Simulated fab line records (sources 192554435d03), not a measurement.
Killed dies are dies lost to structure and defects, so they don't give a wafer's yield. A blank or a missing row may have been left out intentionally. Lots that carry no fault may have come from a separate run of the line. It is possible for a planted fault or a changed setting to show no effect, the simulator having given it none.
Chamber matching    flow n5-finfet    N5_MOL_CONTACT_COAG_STRIP_96 on rie-diel-01 has 4 sister chambers
The step strips in N2/H2. 4 wafers are shown with their chamber, then 8 later ones without.

== EACH WAFER AND ITS CHAMBER ==
wafer   chamber  drypump-motor-current-A (A)
L342.1  2        5.1
L348.1  3        5.7
L354.6  1        5.8
L356.4  0        6.5

== WAFERS WITH NO CHAMBER GIVEN ==
wafer   drypump-motor-current-A (A)
L356.5  5.7
L356.6  5.0
L357.2  5.1
L357.3  5.8
L357.5  5.0
L358.2  5.1
L358.4  5.7
L358.5  6.5

== WHICH CHAMBER EACH ONE RAN IN ==
wafer   from the rows above  in truth
L356.5  3                    3
L356.6  2                    2
L357.2  2                    2
L357.3  1                    1
L357.5  2                    2
L358.2  2                    2
L358.4  3                    3
L358.5  0                    0
8 of 8 placed correctly. Not placeable from these rows: 0. Wrongly placed: 0.
How it was worked out, from the rows above alone: a wafer's distance from a chamber is the root of the sum, over the readings, of the square of ((its reading less the chamber's mean) divided by the reading's scatter). If the next closest chamber is less than 2 further off than the closest, the wafer can't be placed; otherwise it belongs to the closest. The mean given for a chamber averages the wafers shown for that chamber. The scatter (one wafer shown for each chamber): square how far every hidden wafer sits from the nearest shown wafer, average those squares and take the square root.
